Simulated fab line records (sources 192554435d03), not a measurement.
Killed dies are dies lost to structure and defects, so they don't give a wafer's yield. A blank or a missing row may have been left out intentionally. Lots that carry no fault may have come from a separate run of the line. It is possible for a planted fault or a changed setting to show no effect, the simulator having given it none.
Matching of chambers ; flow n5_finfet ; N5_BEOL_M3_DEP_57 on pecvd-03 has 3 sister chambers
The step deposits SiCN from 3MS/NH3, target thk 8 nm, time 14 s. 3 wafers are shown with their chamber, then 8 later ones without.

== WAFERS, EACH WITH ITS CHAMBER ==
wafer;chamber;throttle_valve_pct (%)
L087.6;1;8.0
L089.5;2;8.3
L090.4;0;10.4

== WAFERS WITHOUT THEIR CHAMBER ==
wafer;throttle_valve_pct (%)
L090.5;10.4
L090.6;8.3
L091.2;10.3
L091.4;8.6
L091.6;10.3
L095.2;8.6
L095.5;10.2
L095.6;8.2

== EACH ONE'S CHAMBER ==
wafer;from the rows above;in truth
L090.5;0;0
L090.6;can't be placed: 2 or 1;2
L091.2;0;0
L091.4;can't be placed: 2 or 1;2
L091.6;0;0
L095.2;can't be placed: 2 or 1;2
L095.5;0;0
L095.6;can't be placed: 2 or 1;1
Correct placement for 4 of the 8. These rows do not allow placing 4 (true chamber among the candidates in 4). Number placed wrongly: 0.
How it was worked out, from the rows above alone: a wafer's distance from a chamber is the root of the sum, over the readings, of the square of ((its reading less the chamber's mean) divided by the reading's scatter). If the next closest chamber is less than 2 further off than the closest, the wafer can't be placed; otherwise it belongs to the closest. For every chamber, the mean is computed from those of its wafers that are shown. The scatter (one wafer shown for each chamber): square how far every hidden wafer sits from the nearest shown wafer, average those squares and take the square root.
